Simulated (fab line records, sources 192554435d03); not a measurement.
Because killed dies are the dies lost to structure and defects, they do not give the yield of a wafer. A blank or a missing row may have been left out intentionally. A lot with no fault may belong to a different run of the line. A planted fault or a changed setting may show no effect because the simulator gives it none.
Comparing a struck lot with a sound one + flow n5 finfet + 41 steps out of a route of 1938
Sound: the wafers L776.1, L776.3, L776.4. Wafers L786.1, L786.2, L786.6 were the ones struck. The cause is named last.
Per side, at each step with rows, come the tool, then ch with its chambers, and then its first start. Under that, the readings that differ: sound wafers + struck wafers + difference of the means + sigmas: that difference in standard deviations of wafers without a fault.
alike: readings with means less than 2 such deviations apart, plus words and numbers identical on both sides. not compared: withheld readings, readings lacking a value on some wafer, bounds such as >300 that could conceal the same value, and numbers that have no deviation in the record and whose values overlap.
Wherever a step has rows on one side only, a row that says differs or no value, or a row with sigmas, the two part there. When numbers do not overlap yet have no deviation, they are printed without sigmas and do not part them. A reading that every wafer of one side lacks parts them only if that side has two wafers or more.

first, 11 steps without rows for these wafers: N5_BEOL_M0_SAQP_STRIP_113 (strips in CHF3/O2); N5_BEOL_M0_SAQP_MANDREL_ETCH_20 (etches a-Si in HBr/Cl2, stops on SiNx, target depth 60 nm, bt time 10 s, time 30 s); N5_BEOL_M0_SAQP_STRIP_86 (strips in N2/H2); N5_BEOL_M0_SAQP_STRIP_115 (strips in post etch residue remover, time 60 s); N5_BEOL_M0_SAQP_SRD_93 (time 30 s); N5_BEOL_M0_SAQP_RECESS_114 (chemistry HF/NH3, target SiO2, target depth 14.4 nm, afs cycles 3, sublimation time 60 s); N5_BEOL_M0_SAQP_SPACER1_ALD_98 (deposits SiO2, target thk 12.8 nm, pulse time 1 s, purge time 2 s); N5_BEOL_M0_SAQP_SPACER1_ETCHBACK_99 (etches SiO2 in CHF3/O2, target depth 15.4 nm, time 7.7 s); N5_BEOL_M0_SAQP_MANDREL1_REMOVE_100 (chemistry HBr/Cl2/O2, target a-Si, stops on SiNx, bt time 10 s); N5_BEOL_M0_SAQP_ETCH_101 (etches SiNx in CH3F/O2, target depth 29.9 nm, time 42.7 s); N5_BEOL_M0_SAQP_ETCH_102 (etches SiO2 in CF4, target depth 4 nm, time 4.4 s).
N5_BEOL_M0_SAQP_MANDREL_ETCH_103: etches a-Si in HBr/Cl2, stops on SiCN, target depth 45 nm, bt time 10 s, time 27 s.
  sound on rie si-06 ch 1,2,3, day 6 12:19; struck on rie si-06 ch 0,2,3, day 8 23:59
  alike: drypump motor current A, oes product au, throttle valve pct
  not compared: rf hours counter h
then, 18 steps without rows for these wafers: N5_BEOL_M0_SAQP_RECESS_104 (chemistry HF/NH3, target SiO2, target depth 18 nm, afs cycles 3, sublimation time 60 s); N5_BEOL_M0_SAQP_COAT_105 (time 60 s, resist thk 100 nm); N5_BEOL_M0_SAQP_ETCH_106 (etches SOC in N2/H2, stops on SiNx, target depth 150 nm); N5_BEOL_M0_SAQP_ETCH_107 (etches SiNx in CH3F/O2, target depth 30 nm); N5_BEOL_M0_SAQP_STRIP_108 (strips in N2/H2); N5_BEOL_M0_SAQP_RECESS_109 (chemistry HF/NH3, target SiO2, target depth 3 nm, afs cycles 1, sublimation time 60 s); N5_BEOL_M0_SAQP_SPACER2_ALD_26 (deposits SiO2, target thk 15 nm, pulse time 1 s, purge time 2 s); N5_BEOL_M0_SAQP_SPACER2_ETCHBACK_27 (etches SiO2 in CHF3/O2, target depth 22.5 nm, time 11.25 s); N5_BEOL_M0_SAQP_MANDREL2_REMOVE_110 (chemistry HBr/Cl2/O2, target a-Si, stops on SiCN, bt time 10 s); N5_BEOL_M0_SAQP_COAT_69 (time 60 s, resist thk 90 nm); N5_BEOL_M0_SAQP_COAT_72 (time 60 s, resist thk 15 nm); N5_BEOL_M0_SAQP_COAT_87 (time 60 s, resist thk 5 nm); N5_BEOL_M0_SAQP_COAT_34 (resist thk 30 nm); N5_BEOL_M0_SAQP_EBR_36; N5_BEOL_M0_SAQP_SOFTBAKE_35 (time 60 s); N5_BEOL_M0_SAQP_EXPOSE_37 (exposes mask M0 CUT1, target cd 30 nm); N5_BEOL_M0_SAQP_PEB_38 (peb time 60 s); N5_BEOL_M0_SAQP_DEVELOP_39 (develop time 30 s).
N5_BEOL_M0_SAQP_INSPECT_42: inspects for defects (brightfield).
  sound: defect inspect-02 at day 6 14:26; struck: defect inspect-02 at day 9 01:59
| reading          | sound       | struck      | difference | sigmas |
|------------------|-------------|-------------|------------|--------|
| raw defect count | 242 218 189 | 577 661 608 | +399       | +5     |
then, 7 steps without rows for these wafers: N5_BEOL_M0_SAQP_DESCUM_45 (chemistry O2, time 7 s); N5_BEOL_M0_SAQP_ETCH_88 (etches underlayer in N2/H2, target depth 6.5 nm, time 5.2 s); N5_BEOL_M0_SAQP_ETCH_73 (etches SiARC in CF4, target depth 19.5 nm, time 32.5 s); N5_BEOL_M0_SAQP_CUT_ETCH_46 (etches SOC in N2/H2, target depth 135 nm, overetch 27 nm, time 202.5 s); N5_BEOL_M0_SAQP_STRIP_74 (strips in N2/H2); N5_BEOL_M0_SAQP_STRIP_89 (strips in N2/H2); N5_BEOL_M0_SAQP_ALD_48 (deposits SiO2, target thk 20 nm, pulse time 1 s, co reactant pulse time 1 s).
N5_BEOL_M0_CUTY_INSPECT_59: inspects for defects (macro).
  sound: defect inspect-01 at day 6 15:55; struck: defect inspect-01 at day 9 03:28
| reading          | sound | struck         | difference | sigmas |
|------------------|-------|----------------|------------|--------|
| raw defect count | 2 0 4 | >300 >300 >300 | differs    |        |
-- the record jumps here: 2 days lie between the struck wafers' starts before and after (it left off in module BEOL_M0_CUTY and takes up again in module BEOL_M4, whose first step shown is number 1111 of the route) --
N5_BEOL_M4_RC_MEAS_101:
  sound on prober-02 ch 0, day 8 14:29; struck on prober-01 ch 0, day 11 06:36
| reading   | sound          | struck         | difference | sigmas |
|-----------|----------------|----------------|------------|--------|
| VT_P (mV) | -258 -258 -260 | -253 -249 -251 | +8         | +2     |
  alike: DIBL_N, DIBL_P, IOFF_N, IOFF_P, ION_N, ION_P, SS_N, SS_P, VT_N
-- the record jumps here: 4 days lie between the struck wafers' starts before and after (it left off in module BEOL_M4 and takes up again in module PASSIVATION, whose first step shown is number 1936 of the route) --
N5_PASSIVATION_PROBE_49:
  record: rows for the struck wafers here (prober-02, day 15 07:57), none for the sound ones

== WHERE THEY PART ==
First at N5_BEOL_M0_SAQP_INSPECT_42; last, within this record, at N5_PASSIVATION_PROBE_49.

WHY: what had been put in by the simulator
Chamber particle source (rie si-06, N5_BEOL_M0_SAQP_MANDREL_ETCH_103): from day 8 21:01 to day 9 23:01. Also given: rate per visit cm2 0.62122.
